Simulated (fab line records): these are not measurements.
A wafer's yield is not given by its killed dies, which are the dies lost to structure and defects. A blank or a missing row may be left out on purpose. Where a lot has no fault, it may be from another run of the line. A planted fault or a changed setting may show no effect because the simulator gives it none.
Chamber matching :: flow n5Finfet :: rieDiel-03 running N5_BEOL_M11_ETCH_66: 4 sister chambers
The step etches SOC in N2/H2, target depth 120 nm, overetch 24 nm, time 180 s. 4 wafers are shown with their chamber, then 9 later ones without.

== WAFERS PAIRED WITH THEIR CHAMBERS ==
wafer: L078.4
chamber: 1
showerheadPlenumPTorr (Torr): 2.42

wafer: L092.4
chamber: 0
showerheadPlenumPTorr (Torr): 2.50

wafer: L088.5
chamber: 2
showerheadPlenumPTorr (Torr): 2.62

wafer: L088.6
chamber: 3
showerheadPlenumPTorr (Torr): 2.57

== WAFERS MISSING THEIR CHAMBER ==
wafer: L087.3
showerheadPlenumPTorr (Torr): 2.50

wafer: L087.4
showerheadPlenumPTorr (Torr): 2.62

wafer: L087.6
showerheadPlenumPTorr (Torr): 2.42

wafer: L090.2
showerheadPlenumPTorr (Torr): 2.50

wafer: L090.4
showerheadPlenumPTorr (Torr): 2.57

wafer: L090.5
showerheadPlenumPTorr (Torr): 2.62

wafer: L097.1
showerheadPlenumPTorr (Torr): 2.49

wafer: L097.2
showerheadPlenumPTorr (Torr): 2.41

wafer: L097.6
showerheadPlenumPTorr (Torr): 2.62

== WHICH CHAMBER EACH ONE RAN IN ==
wafer: L087.3
from the rows above: 0
in truth: 0

wafer: L087.4
from the rows above: 2
in truth: 2

wafer: L087.6
from the rows above: 1
in truth: 1

wafer: L090.2
from the rows above: 0
in truth: 0

wafer: L090.4
from the rows above: 3
in truth: 3

wafer: L090.5
from the rows above: 2
in truth: 2

wafer: L097.1
from the rows above: 0
in truth: 0

wafer: L097.2
from the rows above: 1
in truth: 1

wafer: L097.6
from the rows above: 2
in truth: 2
Placed correctly: 9 of 9. Left unplaced by these rows: 0. Wrongly placed: 0.
How it was worked out, from the rows above alone: a wafer's distance from a chamber is the root of the sum, over the readings, of the square of ((its reading less the chamber's mean) divided by the reading's scatter). If the next closest chamber is less than 2 further off than the closest, the wafer can't be placed; otherwise it belongs to the closest. The mean given for a chamber averages the wafers shown for that chamber. The scatter: with one shown wafer a chamber, the root of the mean of the squares of how far each hidden wafer lies from its nearest shown one.
